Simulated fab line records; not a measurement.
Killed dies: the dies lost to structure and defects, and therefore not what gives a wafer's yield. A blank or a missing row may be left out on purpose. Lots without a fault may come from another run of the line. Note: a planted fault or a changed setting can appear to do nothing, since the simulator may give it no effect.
Which tool was responsible? -- flow n5 finfet -- 11 lots, 32 wafers sampled, at 1 step of a route of 1938

== WHAT THE GAUGES SHOWED, per wafer ==
N5_BEOL_M13_CD_MEAS_17: the cd target is 190 nm.
lot,measured,on,cd nm (nm)
L400,day 12 12:57,cd sem-03,191.0 191.4 191.0
L402,day 12 19:44,cd sem-03,192.1 191.9 192.6
L401,day 13 09:36,cd sem-01,193.4 194.2 195.2
L403,day 13 10:40,cd sem-02,191.4 191.2 192.2
L404,day 13 17:31,cd sem-02,189.4 189.9 190.0
L410,day 15 10:34,cd sem-02,190.8 191.0
L414,day 15 19:40,cd sem-03,191.8 191.2 190.8
L415,day 16 07:17,cd sem-02,193.1 193.1 192.7
L417,day 16 19:28,cd sem-01,190.6 190.1 189.5
L416,day 16 20:05,cd sem-01,190.1 191.6 189.8
L420,day 17 08:44,cd sem-02,192.1 191.6 190.3

== WHAT TOOL EACH LOT RAN ON (gives the tool, then ch and the chambers of the sampled wafers, and finally the start) ==
Record: no process step prior to these readings.

== THE ANSWER, worked out from the rows above alone ==
Rule: what is usual is taken from the lots themselves. The widest of any qualifying gaps counts: lots, ordered by their means at a reading, are off when they make up no more than a third of the lots, leave a main group of 4 or more, and stand apart from it by 3 or more times the standard deviation of that group's means. Not used: any main group whose means are identical at the precision the tables above print for the reading. A lot without any number at a reading at which 4 lots or more have one is off too. Where the step has rows for the other lots, those lots are counted as sound.
No lot is off at any reading shown: from this, nothing can be told.

== WHAT THE SIMULATOR PUT IN ==
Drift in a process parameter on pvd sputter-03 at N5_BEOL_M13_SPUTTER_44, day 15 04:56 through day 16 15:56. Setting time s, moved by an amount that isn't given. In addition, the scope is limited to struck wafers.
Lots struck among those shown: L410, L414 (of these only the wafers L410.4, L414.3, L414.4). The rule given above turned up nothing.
